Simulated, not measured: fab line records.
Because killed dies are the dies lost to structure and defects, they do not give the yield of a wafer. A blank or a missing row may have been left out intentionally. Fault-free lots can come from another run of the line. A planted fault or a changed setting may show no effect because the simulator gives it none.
fab line records	flow n5-finfet
record: lots: 24	wafers: 72	last-day: 19
route steps=1938 shown BEOL_M15@1773 MIM_BOT@1833 MIM_TOP@1838
lots that met no fault: from a run of the same line without faults
start-h: hours from the record's first day to the start of the lot's first wafer shown	wait-h: time in hours since the lot's previous step	" identical to the entry in the row above	L1.1+2: several wafers, shown together as one row	- either no value or no given start	* or withheld: withheld	< > ~ a bound
route shown NAME@n: NAME is a module with steps in the file, n the number in the route of the first one	usual: the fault-free wafers' mean and standard deviation	same: alike in all rows	chamber/n: place in a boat	sites: each site's reading	_std_site: standard deviation of those values	_edge_site: inner sites' mean taken away from outer sites' mean	radius-mm: how far each site lies from the wafer's centre	mask NAME#n: copy n	behind: the most recent tool/chamber to have shaped the wafer	hold: cause of the lot's hold/its duration in hours/its outcome	device: whichever transistor did not switch (one of n, p or np)	end of line: the tests these same wafers got at the end of their route	step lacking rows: just its recipe	killed: not the wafer's yield, but the dies lost to structure and defects at the first sort	map: shows each die of a wafer: x if killed, . if not, _ if none is there
set.NAME: the run value of the setting; set.NAME@STEP: its run value at that earlier step	model.NAME: the simulator's own value behind a step, which no gauge read
one table for each step of the route and one row for each wafer, over a sample of lots
services: the hour from which a tool's chamber was out of use, counted from the record's first day as start-h (under 0 if before that day), plus the number of hours and why
== steps ==
step: N5_BEOL_M15_ILD_DEP_00
recipe: material: SiO2	target-thk-a: 16293	temp-c: 400	precursor: TEOS/O2	pressure-torr: 6.5	rf-w: 900	teos-flow-sccm: 161.4	gas: O2	flow-sccm: 2650	time-s: 346.1
usual: heater-power-w: 470/84	showerhead-plenum-p-Torr: 8.32/0.042	throttle-valve-pct: 19.0/1.3
same: time-s: 346.1
lot.wafer	tool	chamber	start-h	wait-h	heater-power-w	showerhead-plenum-p-Torr	throttle-valve-pct
L074.2	pecvd-01	2	242.75	0.0	393	8.28	18.1
L074.3	"	1	"	"	423	8.35	20.5
L074.5	"	2	"	"	467	8.29	18.0
L076.2	pecvd-02	0	253.11	0.0	449	8.35	18.4
L076.4	"	0	"	"	522	8.36	18.4
L076.5	"	0	"	"	417	8.36	18.3
L075.3	pecvd-02	2	257.90	0.1	326	8.35	18.9
L075.5	"	0	"	"	513	8.37	18.1
L075.6	"	2	"	"	407	8.34	18.7
L077.2	pecvd-02	0	268.60	0.0	514	8.38	18.1
L077.4	"	0	"	"	420	8.36	17.9
L077.5	"	0	"	"	519	8.36	18.4
L079.3	pecvd-01	2	275.45	0.0	370	8.26	18.2
L079.4	"	2	"	"	451	8.26	18.1
L079.6	"	1	"	"	530	8.33	20.3
L080.1	pecvd-02	2	281.46	0.0	442	8.36	19.1
L080.3	"	1	"	"	603	8.32	17.1
L080.4	"	1	"	"	707	8.29	17.1
L078.1	pecvd-02	0	282.59	0.0	523	8.36	18.2
L078.3	"	2	"	"	443	8.36	19.0
L078.5	"	2	"	"	325	8.35	18.9
L081.1	pecvd-01	0	307.82	0.0	520	8.24	21.0
L081.2	"	1	"	"	496	8.30	20.2
L081.5	"	1	"	"	387	8.35	20.4
L082.1	pecvd-02	0	314.10	0.0	503	8.36	18.2
L082.3	"	2	"	"	426	8.35	19.0
L082.4	"	2	"	"	325	8.36	18.8
L083.1	pecvd-04	1	317.29	0.0	435	8.28	17.7
L083.3	"	0	"	"	371	8.34	20.4
L083.6	"	2	"	"	416	8.39	17.4
L084.1	pecvd-04	0	333.16	0.0	470	8.36	20.7
L084.3	"	2	"	"	511	8.36	17.4
L084.4	"	2	"	"	418	8.37	17.4
L087.3	pecvd-01	1	344.88	0.0	445	8.34	20.8
L087.5	"	2	"	"	345	8.30	18.5
L087.6	"	0	"	"	464	8.28	21.0
L086.1	pecvd-01	1	345.33	0.0	442	8.32	20.4
L086.2	"	2	"	"	445	8.26	18.3
L086.6	"	0	"	"	458	8.28	21.1
L085.3	pecvd-02	0	347.78	0.0	554	8.39	18.5
L085.4	"	1	"	"	566	8.29	17.1
L085.6	"	2	"	"	318	8.35	19.1
L088.1	pecvd-04	2	348.17	0.0	533	8.38	17.5
L088.3	"	0	"	"	411	8.33	20.8
L088.5	"	0	"	"	478	8.36	20.5
L089.3	pecvd-01	0	348.53	0.0	515	8.27	21.0
L089.5	"	2	"	"	431	8.27	18.3
L089.6	"	0	"	"	597	8.29	21.3
L090.1	pecvd-02	2	350.76	0.0	371	8.36	18.9
L090.2	"	1	"	"	693	8.31	17.4
L090.4	"	0	"	"	425	8.37	18.6
L091.1	pecvd-04	0	366.35	0.0	484	8.36	20.5
L091.2	"	1	"	"	439	8.28	17.8
L091.4	"	2	"	"	538	8.38	17.6
L092.1	pecvd-04	1	370.78	0.0	421	8.26	18.0
L092.2	"	0	"	"	437	8.34	20.7
L092.6	"	2	"	"	412	8.39	17.5
L094.1	pecvd-04	2	371.85	0.0	513	8.38	17.3
L094.3	"	0	"	"	482	8.37	20.3
L094.4	"	2	"	"	409	8.38	17.3
L093.1	pecvd-01	1	376.57	0.0	430	8.33	20.5
L093.3	"	2	"	"	445	8.26	18.3
L093.6	"	0	"	"	464	8.29	21.3
L095.1	pecvd-01	1	380.55	0.0	492	8.33	20.5
L095.2	"	0	"	"	571	8.27	21.0
L095.5	"	1	"	"	395	8.34	20.1
L096.1	pecvd-04	1	407.13	0.0	511	8.28	18.2
L096.5	"	1	"	"	477	8.29	18.0
L096.6	"	1	"	"	397	8.28	18.0
L097.2	pecvd-04	1	414.12	0.0	526	8.26	18.0
L097.5	"	1	"	"	489	8.30	18.1
L097.6	"	0	"	"	348	8.36	20.5
step: N5_BEOL_M15_CD_MEAS_10
recipe: target-cd-nm: 360	landing-energy-ev: 500	detector: se-inlens	polarity: opening
usual: cd-nm: 359.4/1.5
lot.wafer	tool	chamber	start-h	wait-h	cd-nm
L074.2	cd-sem-01	0	243.43	-	359.0
L074.3	"	0	"	"	357.6
L074.5	"	0	"	"	360.2
L076.2	cd-sem-02	0	253.90	-	360.7
L076.4	"	0	"	"	360.9
L076.5	"	0	"	"	360.7
L075.3	cd-sem-01	0	258.46	-	358.2
L075.5	"	0	"	"	356.7
L075.6	"	0	"	"	359.7
L077.2	cd-sem-03	0	269.39	-	356.7
L077.4	"	0	"	"	359.1
L077.5	"	0	"	"	358.5
L079.3	cd-sem-03	0	276.01	-	360.2
L079.4	"	0	"	"	359.3
L079.6	"	0	"	"	360.2
L080.1	cd-sem-03	0	282.13	-	359.4
L080.3	"	0	"	"	359.3
L080.4	"	0	"	"	359.1
L078.1	cd-sem-01	0	283.27	-	361.2
L078.3	"	0	"	"	361.9
L078.5	"	0	"	"	359.4
L081.1	cd-sem-01	0	308.50	-	360.7
L081.2	"	0	"	"	362.1
L081.5	"	0	"	"	360.4
L082.1	cd-sem-03	0	314.65	-	358.4
L082.3	"	0	"	"	357.0
L082.4	"	0	"	"	358.7
L083.1	cd-sem-02	0	317.85	-	361.5
L083.3	"	0	"	"	361.9
L083.6	"	0	"	"	360.5
L084.1	cd-sem-02	0	333.71	-	359.1
L084.3	"	0	"	"	358.6
L084.4	"	0	"	"	356.6
L087.3	cd-sem-03	0	345.43	-	359.7
L087.5	"	0	"	"	358.5
L087.6	"	0	"	"	359.4
L086.1	cd-sem-03	0	346.01	-	359.1
L086.2	"	0	"	"	358.2
L086.6	"	0	"	"	357.7
L085.3	cd-sem-02	0	348.47	-	359.9
L085.4	"	0	"	"	358.7
L085.6	"	0	"	"	361.3
L088.1	cd-sem-01	0	348.73	-	359.9
L088.3	"	0	"	"	360.6
L088.5	"	0	"	"	359.8
L089.3	cd-sem-01	0	349.21	-	358.7
L089.5	"	0	"	"	360.0
L089.6	"	0	"	"	358.7
L090.1	cd-sem-01	0	351.31	-	356.4
L090.2	"	0	"	"	359.3
L090.4	"	0	"	"	357.8
L091.1	cd-sem-03	0	367.03	-	357.8
L091.2	"	0	"	"	358.3
L091.4	"	0	"	"	359.7
L092.1	cd-sem-01	0	371.45	-	358.0
L092.2	"	0	"	"	358.0
L092.6	"	0	"	"	356.0
L094.1	cd-sem-03	0	372.52	-	359.9
L094.3	"	0	"	"	360.6
L094.4	"	0	"	"	360.3
L093.1	cd-sem-03	0	377.12	-	358.7
L093.3	"	0	"	"	357.5
L093.6	"	0	"	"	359.3
L095.1	cd-sem-01	0	381.10	-	362.6
L095.2	"	0	"	"	362.0
L095.5	"	0	"	"	362.5
L096.1	cd-sem-03	0	408.11	-	359.9
L096.5	"	0	"	"	359.0
L096.6	"	0	"	"	358.6
L097.2	cd-sem-02	0	414.91	-	360.3
L097.5	"	0	"	"	358.5
L097.6	"	0	"	"	358.5
step: N5_BEOL_M15_ETCH_59
recipe: chemistry: N2/H2	target: BARC	target-depth-a: 890	overetch-a: 267	time-s: 67.9	ion-energy-ev: 200	pressure-mtorr: 30	source-w: 840	bias-w: 150	n2-flow-sccm: 200	h2-flow-sccm: 200
usual: drypump-motor-current-A: 5.9/0.4	oes-product-au: 0.64/0.057	rf-vpp-V: 524.1/2.2	showerhead-plenum-p-Torr: 2.55/0.074	throttle-valve-pct: 17.95/0.16
same: time-s: 67.9
lot.wafer	tool	chamber	start-h	wait-h	drypump-motor-current-A	oes-product-au	rf-hours-counter-h	rf-vpp-V	showerhead-plenum-p-Torr	throttle-valve-pct
L074.2	rie-diel-05	0	243.55	0.0	5.3	0.67	105	524.1	2.56	18.22
L074.3	"	1	"	"	5.8	0.62	186	527.1	2.64	17.96
L074.5	"	0	"	"	5.2	0.67	-	524.2	2.56	18.22
L076.2	rie-diel-04	3	254.05	0.0	6.5	0.60	194	522.7	2.53	17.92
L076.4	"	2	"	"	6.5	0.61	223	523.3	2.52	17.95
L076.5	"	3	"	"	6.5	0.60	-	523.2	2.53	17.92
L075.3	rie-diel-04	3	258.72	0.0	6.5	0.60	196	522.4	2.53	17.91
L075.5	"	0	"	"	5.4	0.70	-	527.8	2.68	17.72
L075.6	"	3	"	"	6.5	0.60	-	524.4	2.53	17.92
L077.2	rie-diel-04	2	269.51	0.0	6.5	0.61	229	521.7	2.52	17.94
L077.4	"	1	"	"	6.2	0.63	-	523.3	2.54	18.15
L077.5	"	0	"	"	5.5	0.69	-	525.4	2.68	17.72
L079.3	rie-diel-05	1	276.13	0.0	5.8	0.61	195	526.1	2.63	17.96
L079.4	"	3	"	"	5.8	0.69	80	526.8	2.69	17.96
L079.6	"	2	"	"	5.7	0.60	-	526.4	2.61	18.14
L080.1	rie-diel-05	3	282.26	0.0	5.7	0.69	81	527.2	2.69	17.95
L080.3	"	1	"	"	5.8	0.61	197	526.9	2.63	17.99
L080.4	"	0	"	"	5.2	0.66	116	525.4	2.56	18.25
L078.1	rie-diel-03	2	283.39	0.0	5.5	0.62	209	523.8	2.51	17.80
L078.3	"	3	"	"	5.6	0.58	238	521.5	2.51	18.04
L078.5	"	1	"	"	6.0	0.71	-	522.2	2.48	17.88
L081.1	rie-diel-05	2	308.63	0.0	5.7	0.60	236	525.8	2.61	18.16
L081.2	"	3	"	"	5.7	0.68	89	526.5	2.69	17.98
L081.5	"	0	"	"	5.2	0.65	-	524.7	2.55	18.27
L082.1	rie-diel-04	2	314.78	0.0	6.5	0.61	241	523.6	2.51	17.96
L082.3	"	0	"	"	5.4	0.68	99	526.7	2.68	17.73
L082.4	"	1	"	"	6.2	0.62	184	522.8	2.53	18.17
L083.1	rie-diel-03	0	317.97	0.0	6.4	0.60	243	522.4	2.50	17.96
L083.3	"	3	"	"	5.6	0.57	245	523.4	2.50	18.05
L083.6	"	2	"	"	5.4	0.61	-	524.4	2.51	17.81
L084.1	rie-diel-05	0	333.84	0.0	5.2	0.65	133	523.4	2.55	18.27
L084.3	"	3	"	"	5.8	0.68	98	527.6	2.68	18.00
L084.4	"	1	"	"	5.8	0.60	212	527.3	2.63	18.01
L087.3	rie-diel-03	0	345.55	0.0	6.4	0.60	251	523.2	2.49	17.98
L087.5	"	1	"	"	6.1	0.69	-	520.4	2.47	17.92
L087.6	"	2	"	"	5.5	0.60	-	523.8	2.51	17.82
L086.1	rie-diel-05	3	346.13	0.0	5.7	0.67	102	528.2	2.68	17.99
L086.2	"	0	"	"	5.2	0.65	137	524.1	2.55	18.29
L086.6	"	2	"	"	5.7	0.59	-	526.4	2.60	18.17
L085.3	rie-diel-04	1	348.76	0.0	6.2	0.62	196	523.1	2.53	18.18
L085.4	"	2	"	"	6.5	0.60	249	523.3	2.51	17.99
L085.6	"	1	"	"	6.3	0.62	-	522.9	2.53	18.18
L088.1	rie-diel-03	0	348.90	0.0	6.4	0.59	253	521.8	2.49	17.98
L088.3	"	2	"	"	5.4	0.61	229	524.1	2.51	17.83
L088.5	"	1	"	"	6.0	0.69	-	520.5	2.47	17.92
L089.3	rie-diel-03	0	349.33	0.0	6.4	0.60	253	522.9	2.49	17.97
L089.5	"	2	"	"	5.4	0.61	-	523.0	2.51	17.84
L089.6	"	1	"	"	6.0	0.68	-	521.3	2.47	17.91
L090.1	rie-diel-04	1	351.43	0.0	6.2	0.62	197	522.5	2.53	18.19
L090.2	"	0	"	"	5.5	0.68	112	527.1	2.67	17.78
L090.4	"	3	"	"	6.5	0.59	-	522.0	2.52	17.96
L091.1	rie-diel-04	1	367.15	0.0	6.2	0.61	203	522.6	2.52	18.20
L091.2	"	0	"	"	5.5	0.67	118	525.7	2.67	17.78
L091.4	"	0	"	"	5.5	0.68	-	527.2	2.67	17.78
L092.1	rie-diel-04	0	371.58	0.0	5.4	0.67	120	526.8	2.67	17.78
L092.2	"	3	"	"	6.5	0.58	227	523.8	2.51	17.96
L092.6	"	3	"	"	6.5	0.57	-	523.1	2.51	17.98
L094.1	rie-diel-03	1	372.65	0.0	6.1	0.68	95	520.7	2.46	17.93
L094.3	"	3	"	"	5.6	0.81	4	523.0	2.50	17.69
L094.4	"	1	"	"	6.1	0.69	-	522.1	2.46	17.94
L093.1	rie-diel-03	1	377.47	0.0	6.1	0.68	97	521.8	2.46	17.94
L093.3	"	2	"	"	5.5	0.59	242	521.7	2.50	17.86
L093.6	"	2	"	"	5.5	0.60	-	522.1	2.50	17.85
L095.1	rie-diel-03	2	381.22	0.0	5.5	0.59	243	525.0	2.50	17.85
L095.2	"	3	"	"	5.6	0.80	8	522.3	2.50	17.68
L095.5	"	3	"	"	5.6	0.80	-	522.2	2.50	17.69
L096.1	rie-diel-04	0	408.24	0.0	5.4	0.66	129	529.4	2.66	17.79
L096.5	"	0	"	"	5.4	0.66	-	525.9	2.66	17.80
L096.6	"	3	"	"	6.5	0.57	-	524.2	2.51	17.99
L097.2	rie-diel-03	3	415.14	0.0	5.6	0.77	21	522.3	2.49	17.69
L097.5	"	3	"	"	5.6	0.77	-	522.7	2.49	17.70
L097.6	"	2	"	"	5.5	0.59	-	522.9	2.49	17.90
step: N5_BEOL_M15_CD_MEAS_17
recipe: target-cd-nm: 360	polarity: opening
usual: cd-nm: 360.6/1.7
lot.wafer	tool	chamber	start-h	wait-h	cd-nm
L074.2	cd-sem-02	-	244.01	0.0	359.2
L074.3	"	-	"	"	359.6
L074.5	"	-	"	"	360.6
L076.2	cd-sem-02	-	254.51	0.0	361.2
L076.4	"	-	"	"	362.1
L076.5	"	-	"	"	361.2
L075.3	cd-sem-03	-	259.19	0.0	358.0
L075.5	"	-	"	"	356.2
L075.6	"	-	"	"	360.8
L077.2	cd-sem-01	-	269.97	0.0	356.7
L077.4	"	-	"	"	361.7
L077.5	"	-	"	"	359.3
L079.3	cd-sem-01	-	276.59	0.0	362.6
L079.4	"	-	"	"	360.5
L079.6	"	-	"	"	361.1
L080.1	cd-sem-02	-	282.72	0.0	361.2
L080.3	"	-	"	"	361.2
L080.4	"	-	"	"	360.9
L078.1	cd-sem-03	-	283.87	0.0	362.1
L078.3	"	-	"	"	363.8
L078.5	"	-	"	"	361.1
L081.1	cd-sem-03	-	309.09	0.0	363.0
L081.2	"	-	"	"	364.6
L081.5	"	-	"	"	361.6
L082.1	cd-sem-03	-	315.24	0.0	358.9
L082.3	"	-	"	"	357.7
L082.4	"	-	"	"	359.6
L083.1	cd-sem-02	-	318.43	0.0	362.3
L083.3	"	-	"	"	363.9
L083.6	"	-	"	"	361.6
L084.1	cd-sem-03	-	334.30	0.0	360.2
L084.3	"	-	"	"	359.0
L084.4	"	-	"	"	359.6
L087.3	cd-sem-01	-	346.02	0.0	359.0
L087.5	"	-	"	"	360.6
L087.6	"	-	"	"	360.2
L086.1	cd-sem-03	-	346.60	0.0	361.0
L086.2	"	-	"	"	359.6
L086.6	"	-	"	"	360.4
L085.3	cd-sem-02	-	349.23	0.0	361.3
L085.4	"	-	"	"	360.3
L085.6	"	-	"	"	362.4
L088.1	cd-sem-01	-	349.37	0.0	359.6
L088.3	"	-	"	"	361.1
L088.5	"	-	"	"	361.2
L089.3	cd-sem-02	-	349.80	0.0	359.7
L089.5	"	-	"	"	360.4
L089.6	"	-	"	"	360.2
L090.1	cd-sem-02	-	351.90	0.0	357.4
L090.2	"	-	"	"	360.5
L090.4	"	-	"	"	359.2
L091.1	cd-sem-02	-	367.61	0.0	358.1
L091.2	"	-	"	"	360.2
L091.4	"	-	"	"	361.4
L092.1	cd-sem-03	-	372.04	0.0	360.7
L092.2	"	-	"	"	358.7
L092.6	"	-	"	"	357.0
L094.1	cd-sem-03	-	373.11	0.0	361.3
L094.3	"	-	"	"	362.0
L094.4	"	-	"	"	362.6
L093.1	cd-sem-03	-	377.93	0.0	358.0
L093.3	"	-	"	"	356.7
L093.6	"	-	"	"	359.4
L095.1	cd-sem-03	-	381.69	0.0	361.7
L095.2	"	-	"	"	361.5
L095.5	"	-	"	"	362.6
L096.1	cd-sem-03	-	408.70	0.0	362.8
L096.5	"	-	"	"	361.0
L096.6	"	-	"	"	359.4
L097.2	cd-sem-03	-	415.61	0.0	361.1
L097.5	"	-	"	"	359.8
L097.6	"	-	"	"	359.8
step: N5_MIM_BOT_SPUTTER_00
recipe: material: TiN	target-thk-a: 350	temp-c: 200	power-w: 3000	chamber-pressure-pa: 0.49996	gas: Ar	reactive-partial-pa: 0.37997	time-s: 89.7
usual: throttle-valve-pct: 29.5/0.95
same: time-s: 89.7
lot.wafer	tool	chamber	start-h	wait-h	throttle-valve-pct
L074.2	pvd-sputter-03	-	252.22	0.0	29.4
L074.3	"	-	"	"	31.8
L074.5	"	-	"	"	32.1
L076.2	pvd-sputter-03	-	259.34	0.0	32.0
L076.4	"	-	"	"	30.0
L076.5	"	-	"	"	29.4
L075.3	pvd-sputter-03	-	266.87	0.0	29.7
L075.5	"	-	"	"	29.8
L075.6	"	-	"	"	32.1
L077.2	pvd-sputter-02	-	283.14	0.0	29.9
L077.4	"	-	"	"	27.9
L077.5	"	-	"	"	29.9
L079.3	pvd-sputter-02	-	283.60	0.0	29.8
L079.4	"	-	"	"	27.7
L079.6	"	-	"	"	30.2
L080.1	pvd-sputter-02	-	288.04	0.0	27.8
L080.3	"	-	"	"	29.8
L080.4	"	-	"	"	29.2
L078.1	pvd-sputter-02	-	305.33	0.0	29.6
L078.3	"	-	"	"	28.7
L078.5	"	-	"	"	30.0
L081.1	pvd-sputter-01	-	315.92	0.0	30.0
L081.2	"	-	"	"	28.4
L081.5	"	-	"	"	29.8
L082.1	pvd-sputter-01	-	320.95	0.0	29.2
L082.3	"	-	"	"	30.4
L082.4	"	-	"	"	30.1
L083.1	pvd-sputter-02	-	325.24	0.0	27.7
L083.3	"	-	"	"	29.7
L083.6	"	-	"	"	28.9
L084.1	pvd-sputter-03	-	340.46	0.0	29.7
L084.3	"	-	"	"	29.8
L084.4	"	-	"	"	32.0
L087.3	pvd-sputter-01	-	353.07	0.0	29.6
L087.5	"	-	"	"	30.0
L087.6	"	-	"	"	29.6
L086.1	pvd-sputter-01	-	353.37	0.0	30.0
L086.2	"	-	"	"	29.4
L086.6	"	-	"	"	29.6
L085.3	pvd-sputter-01	-	354.43	0.0	30.0
L085.4	"	-	"	"	30.0
L085.6	"	-	"	"	28.5
L088.1	pvd-sputter-01	-	356.91	0.0	30.1
L088.3	"	-	"	"	30.2
L088.5	"	-	"	"	28.5
L089.3	pvd-sputter-01	-	357.95	0.0	30.5
L089.5	"	-	"	"	30.5
L089.6	"	-	"	"	29.4
L090.1	pvd-sputter-01	-	358.49	0.0	28.7
L090.2	"	-	"	"	30.1
L090.4	"	-	"	"	30.2
L091.1	pvd-sputter-01	-	374.65	0.0	29.9
L091.2	"	-	"	"	30.0
L091.4	"	-	"	"	29.9
L092.1	pvd-sputter-01	-	378.01	0.0	30.0
L092.2	"	-	"	"	28.3
L092.6	"	-	"	"	29.8
L094.1	pvd-sputter-02	-	378.30	0.0	29.8
L094.3	"	-	"	"	29.7
L094.4	"	-	"	"	28.7
L093.1	pvd-sputter-02	-	388.03	0.0	28.9
L093.3	"	-	"	"	27.5
L093.6	"	-	"	"	27.8
L095.1	pvd-sputter-02	-	388.15	0.0	27.9
L095.2	"	-	"	"	29.8
L095.5	"	-	"	"	29.9
L096.1	pvd-sputter-03	-	415.72	0.0	29.8
L096.5	"	-	"	"	29.1
L096.6	"	-	"	"	30.0
L097.2	pvd-sputter-03	-	427.04	0.0	31.9
L097.5	"	-	"	"	29.6
L097.6	"	-	"	"	29.5
step: N5_MIM_TOP_SPUTTER_03
recipe: material: TiN	target-thk-a: 350	temp-c: 200	power-w: 3000	chamber-pressure-pa: 0.49996	gas: Ar	reactive-partial-pa: 0.37997	time-s: 89.7
usual: throttle-valve-pct: 29.5/1
same: time-s: 89.7
lot.wafer	tool	chamber	start-h	wait-h	throttle-valve-pct
L074.2	pvd-sputter-02	-	253.54	0.0	29.0
L074.3	"	-	"	"	29.9
L074.5	"	-	"	"	27.8
L076.2	pvd-sputter-02	-	261.30	0.0	28.9
L076.4	"	-	"	"	29.8
L076.5	"	-	"	"	30.0
L075.3	pvd-sputter-02	-	271.25	0.0	28.7
L075.5	"	-	"	"	27.6
L075.6	"	-	"	"	30.0
L077.2	pvd-sputter-01	-	284.30	0.0	29.5
L077.4	"	-	"	"	28.3
L077.5	"	-	"	"	28.6
L079.3	pvd-sputter-02	-	284.52	0.0	28.0
L079.4	"	-	"	"	29.8
L079.6	"	-	"	"	27.6
L080.1	pvd-sputter-02	-	289.10	0.0	28.6
L080.3	"	-	"	"	27.5
L080.4	"	-	"	"	29.6
L078.1	pvd-sputter-02	-	306.39	0.0	29.6
L078.3	"	-	"	"	29.8
L078.5	"	-	"	"	27.8
L081.1	pvd-sputter-01	-	316.81	0.0	28.9
L081.2	"	-	"	"	29.6
L081.5	"	-	"	"	30.3
L082.1	pvd-sputter-03	-	322.02	0.0	29.7
L082.3	"	-	"	"	31.8
L082.4	"	-	"	"	29.5
L083.1	pvd-sputter-02	-	326.34	0.0	27.8
L083.3	"	-	"	"	29.9
L083.6	"	-	"	"	29.8
L084.1	pvd-sputter-01	-	342.09	0.0	30.4
L084.3	"	-	"	"	29.6
L084.4	"	-	"	"	30.0
L087.3	pvd-sputter-03	-	354.08	0.0	29.6
L087.5	"	-	"	"	32.0
L087.6	"	-	"	"	29.5
L086.1	pvd-sputter-01	-	354.23	0.0	28.6
L086.2	"	-	"	"	30.3
L086.6	"	-	"	"	29.9
L085.3	pvd-sputter-01	-	357.03	0.0	29.7
L085.4	"	-	"	"	29.9
L085.6	"	-	"	"	28.3
L088.1	pvd-sputter-01	-	358.37	0.0	29.5
L088.3	"	-	"	"	28.4
L088.5	"	-	"	"	30.2
L089.3	pvd-sputter-01	-	359.03	0.0	30.0
L089.5	"	-	"	"	28.3
L089.6	"	-	"	"	29.8
L090.1	pvd-sputter-02	-	359.49	0.0	30.1
L090.2	"	-	"	"	28.8
L090.4	"	-	"	"	29.7
L091.1	pvd-sputter-02	-	375.48	0.0	28.5
L091.2	"	-	"	"	29.8
L091.4	"	-	"	"	28.1
L092.1	pvd-sputter-01	-	378.65	0.0	28.5
L092.2	"	-	"	"	29.8
L092.6	"	-	"	"	29.9
L094.1	pvd-sputter-03	-	382.52	0.0	29.5
L094.3	"	-	"	"	32.0
L094.4	"	-	"	"	29.9
L093.1	pvd-sputter-02	-	388.97	0.0	28.5
L093.3	"	-	"	"	27.9
L093.6	"	-	"	"	28.3
L095.1	pvd-sputter-03	-	389.02	0.0	29.9
L095.2	"	-	"	"	29.3
L095.5	"	-	"	"	29.5
L096.1	pvd-sputter-03	-	416.31	0.0	31.9
L096.5	"	-	"	"	32.0
L096.6	"	-	"	"	29.4
L097.2	pvd-sputter-01	-	430.53	0.0	29.6
L097.5	"	-	"	"	30.1
L097.6	"	-	"	"	28.8
== services ==
tool	chamber	start-h	hours	kind
pecvd-02	-	229.79	2.9	repair
rie-diel-03	1	235.73	2.8	repair
pecvd-04	-	247.94	0.7	repair
rie-diel-03	-	252.66	2.8	pm
rie-diel-04	3	264.39	11.2	repair
rie-diel-04	0	290.08	9.8	repair
rie-diel-03	3	308.45	5.8	repair
pecvd-01	-	312.06	6.0	pm
rie-diel-05	2	328.85	3.0	repair
rie-diel-03	3	334.88	-	clean
rie-diel-03	3	334.88	-	consumable-replace:esc
rie-diel-03	3	334.88	-	consumable-replace:focus-ring
rie-diel-03	3	334.88	25.6	scheduled-down
rie-diel-03	3	334.88	25.6	vent-cycle
rie-diel-05	1	340.18	4.2	repair
rie-diel-04	2	349.86	-	clean
rie-diel-04	2	349.86	-	consumable-replace:focus-ring
rie-diel-03	0	355.67	52.1	repair
pecvd-02	-	357.71	14.6	pm
pecvd-02	-	384.30	0.8	repair
pvd-sputter-02	-	391.44	2.1	repair
pecvd-04	2	404.90	20.1	repair
pecvd-01	1	411.20	8.4	repair
pecvd-04	-	427.58	2.8	pm
== key ==
fault none
